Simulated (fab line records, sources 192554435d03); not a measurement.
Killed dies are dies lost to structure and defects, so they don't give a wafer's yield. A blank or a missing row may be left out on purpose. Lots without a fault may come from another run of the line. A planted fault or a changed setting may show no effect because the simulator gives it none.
Which tool did it? | flow n5_finfet | 10 lots, 29 wafers sampled, at 5 steps of a route of 1938

WHAT THE GAUGES READ, wafer by wafer
The record holds no reading of a measuring or inspecting step that can be judged against a usual standard deviation.

WHICH TOOL RAN EACH LOT (tool, then ch and the chambers of the sampled wafers, then the start)
lot  | N5_MIM_BOT_LITHO_DESCUM_10         | N5_PASSIVATION_VIA_ETCH_13         | N5_PASSIVATION_STRIP_14            | N5_PASSIVATION_PRE_CLEAN_19  | N5_PASSIVATION_PROBE_49
L696 | rie_diel-03 ch 1,2,3, day 11 12:50 | rie_diel-01 ch 0,1,2, day 11 14:29 | rie_diel-01 ch 0,1,2, day 11 14:41 | pvd_sputter-02, day 11 15:22 | -
L699 | rie_diel-03 ch 0,1, day 12 20:08   | rie_diel-04 ch 1,3, day 12 22:09   | rie_diel-04 ch 1,3, day 12 22:21   | pvd_sputter-01, day 12 22:47 | -
L701 | rie_diel-03 ch 1,2, day 13 00:24   | rie_diel-02 ch 0,3, day 13 02:08   | rie_diel-02 ch 0,3, day 13 02:20   | pvd_sputter-02, day 13 04:41 | -
L702 | rie_diel-06 ch 0,2,3, day 13 08:32 | rie_diel-01 ch 0,3, day 13 10:16   | rie_diel-01 ch 0,3, day 13 10:28   | pvd_sputter-03, day 13 12:47 | -
L704 | rie_diel-03 ch 0,2,3, day 13 23:53 | rie_diel-02 ch 0,1,3, day 14 01:37 | rie_diel-02 ch 0,1,3, day 14 01:49 | pvd_sputter-02, day 14 02:08 | -
L705 | rie_diel-06 ch 1,2,3, day 14 06:52 | rie_diel-04 ch 1,2,3, day 14 08:55 | rie_diel-04 ch 1,2,3, day 14 09:07 | pvd_sputter-03, day 14 09:56 | -
L710 | rie_diel-05 ch 2,3, day 16 06:20   | rie_diel-04 ch 0,1, day 16 08:20   | rie_diel-04 ch 0,1, day 16 08:32   | pvd_sputter-03, day 16 10:10 | prober-02, day 16 16:23
L714 | rie_diel-06 ch 0,3, day 16 17:34   | rie_diel-04 ch 1,2, day 16 19:32   | rie_diel-04 ch 1,2, day 16 19:44   | pvd_sputter-01, day 16 20:15 | prober-02, day 17 02:01
L715 | rie_diel-06 ch 2,3, day 16 17:58   | rie_diel-01 ch 0,1, day 16 19:47   | rie_diel-01 ch 0,1, day 16 19:59   | pvd_sputter-03, day 16 20:18 | -
L717 | rie_diel-03 ch 1,2, day 17 11:48   | rie_diel-01 ch 2,3, day 17 13:38   | rie_diel-01 ch 2,3, day 17 13:50   | pvd_sputter-01, day 17 14:23 | -
- N5_MIM_BOT_LITHO_DESCUM_10: chemistry O2, time 7.9 s.
- N5_PASSIVATION_VIA_ETCH_13: etches SiO2 in CHF3/O2, target depth 660 nm, time 330 s.
- N5_PASSIVATION_STRIP_14: strips in O2.
- N5_PASSIVATION_PRE_CLEAN_19
- N5_PASSIVATION_PROBE_49

WHAT THE TOOLS THEMSELVES READ (means of the sampled wafers that have a number; where no wafer has one, the mark that the record gives instead)
N5_MIM_BOT_LITHO_DESCUM_10.
lot  | tool        | drypump_motor_current_A (A) | oes_product_au (a.u.) | rf_fwd_power_W (W) | rf_vpp_V (V) | showerhead_plenum_p_Torr (Torr) | throttle_valve_pct (%)
L696 | rie_diel-03 | 5.7                         | 0.83                  | 49.91              | 242.3        | 2.06                            | 20.50
L699 | rie_diel-03 | 5.8                         | 0.81                  | 49.74              | 243.0        | 2.06                            | 20.61
L701 | rie_diel-03 | 5.9                         | 0.76                  | 49.70              | 242.0        | 2.04                            | 20.59
L702 | rie_diel-06 | 5.7                         | 0.83                  | 49.56              | 242.8        | 2.12                            | 20.38
L704 | rie_diel-03 | 6.0                         | 0.76                  | 49.69              | 241.7        | 2.01                            | 20.52
L705 | rie_diel-06 | 5.8                         | 0.76                  | 49.65              | 243.3        | 2.09                            | 20.28
L710 | rie_diel-05 | 5.4                         | 0.76                  | 49.69              | 243.7        | 2.08                            | 20.39
L714 | rie_diel-06 | 5.5                         | 0.89                  | 49.80              | 243.7        | 2.18                            | 20.37
L715 | rie_diel-06 | 5.9                         | 0.85                  | 49.51              | 245.3        | 2.22                            | 20.22
L717 | rie_diel-03 | 5.9                         | 0.72                  | 49.75              | 242.1        | 2.03                            | 20.64

N5_PASSIVATION_VIA_ETCH_13.
lot  | tool        | bias_w (W) | drypump_motor_current_A (A) | etch_rf_on_time_s (s) | oes_o_777_au (a.u.) | oes_product_au (a.u.) | rf_fwd_power_W (W) | rf_vpp_V (V) | showerhead_plenum_p_Torr (Torr) | throttle_valve_pct (%)
L696 | rie_diel-01 | 170.5      | 5.6                         | 231                   | 0.82                | 0.74                  | 649.0              | 524          | 2.43                            | 18.79
L699 | rie_diel-04 | 169.8      | 5.6                         | 236                   | 0.76                | 0.68                  | 646.6              | 520          | 2.32                            | 18.97
L701 | rie_diel-02 | 169.9      | 5.9                         | 232                   | 0.87                | 0.78                  | 648.1              | 507          | 2.42                            | 18.54
L702 | rie_diel-01 | 169.9      | 5.4                         | 231                   | 0.76                | 0.68                  | 648.6              | 520          | 2.51                            | 18.91
L704 | rie_diel-02 | 169.7      | 5.7                         | 230                   | 0.80                | 0.72                  | 646.6              | 513          | 2.43                            | 18.84
L705 | rie_diel-04 | 170.3      | 5.2                         | 231                   | 0.90                | 0.81                  | 647.2              | 525          | 2.51                            | 18.70
L710 | rie_diel-04 | 169.9      | 5.2                         | 230                   | 0.86                | 0.79                  | 646.2              | 523          | 2.39                            | 18.63
L714 | rie_diel-04 | 169.8      | 5.0                         | 231                   | 0.84                | 0.77                  | 647.5              | 522          | 2.47                            | 18.65
L715 | rie_diel-01 | 170.0      | 5.8                         | 232                   | 0.84                | 0.76                  | 646.6              | 529          | 2.40                            | 18.63
L717 | rie_diel-01 | 170.1      | 5.6                         | 234                   | 0.87                | 0.80                  | 648.9              | 510          | 2.44                            | 18.77

N5_PASSIVATION_STRIP_14.
lot  | tool        | drypump_motor_current_A (A) | oes_product_au (a.u.) | rf_vpp_V (V) | showerhead_plenum_p_Torr (Torr) | throttle_valve_pct (%)
L696 | rie_diel-01 | 5.6                         | 0.81                  | 3.8          | 2.11                            | 16.58
L699 | rie_diel-04 | 5.6                         | 0.77                  | 4.2          | 2.03                            | 16.83
L701 | rie_diel-02 | 6.0                         | 0.87                  | 3.9          | 2.10                            | 16.26
L702 | rie_diel-01 | 5.4                         | 0.75                  | 3.3          | 2.19                            | 16.69
L704 | rie_diel-02 | 5.7                         | 0.81                  | 4.5          | 2.10                            | 16.55
L705 | rie_diel-04 | 5.3                         | 0.91                  | 4.7          | 2.19                            | 16.49
L710 | rie_diel-04 | 5.2                         | 0.86                  | 3.8          | 2.08                            | 16.40
L714 | rie_diel-04 | 5.0                         | 0.86                  | 4.6          | 2.14                            | 16.33
L715 | rie_diel-01 | 5.8                         | 0.83                  | 4.0          | 2.09                            | 16.41
L717 | rie_diel-01 | 5.6                         | 0.87                  | 3.7          | 2.12                            | 16.51

N5_PASSIVATION_PRE_CLEAN_19.
lot  | tool           | heater_power_w (W)
L696 | pvd_sputter-02 | 535
L699 | pvd_sputter-01 | 545
L701 | pvd_sputter-02 | 558
L702 | pvd_sputter-03 | 491
L704 | pvd_sputter-02 | 526
L705 | pvd_sputter-03 | 501
L710 | pvd_sputter-03 | 477
L714 | pvd_sputter-01 | 516
L715 | pvd_sputter-03 | 421
L717 | pvd_sputter-01 | 537

N5_PASSIVATION_PROBE_49.
lot  | tool      | defect_limited_yield (%) | killed_at_M0_to_M3 | killed_at_M4_up | killed_at_contacts | killed_at_front_end | killed_at_other | killed_dies | killed_open | killed_short | sort_bin_5_function (%) | sort_bin_6_memory (%) | sort_n_pass | sort_yield_pct (%)
L710 | prober-02 | 84.1                     | 30                 | 20              | 12                 | 47                  | 78              | 188         | 77          | 32           | 10.1                    | 4.0                   | 992         | 84.1
L714 | prober-02 | 83.0                     | 24                 | 18              | 23                 | 25                  | 110             | 200         | 65          | 26           | 11.1                    | 4.0                   | 980         | 83.0

THE ANSWER, worked out from the rows above alone
Rule: what is usual is taken from the lots themselves. Put in order of their means at a reading, lots are off if they are a third of the lots or fewer, leave a main group of 4 or more, and stand apart from it by a gap of 3 or more times the standard deviation of the main group's means; of several such gaps the widest counts. A main group whose means are all the same, to the digits that the tables above print for the reading, isn't used. A lot without any number at a reading at which 4 lots or more have one is off too. The other lots that the step has rows for count as sound. The gauges are gone through in route order, then the tools' own readings, and for those a lot's mean is taken as printed above. The first step at which some lot is off is used, and at that step the reading that is off furthest; a lot without a number counts as furthest.
No lot is off at any reading shown: from this, nothing can be told.

WHAT THE SIMULATOR HAD PUT IN
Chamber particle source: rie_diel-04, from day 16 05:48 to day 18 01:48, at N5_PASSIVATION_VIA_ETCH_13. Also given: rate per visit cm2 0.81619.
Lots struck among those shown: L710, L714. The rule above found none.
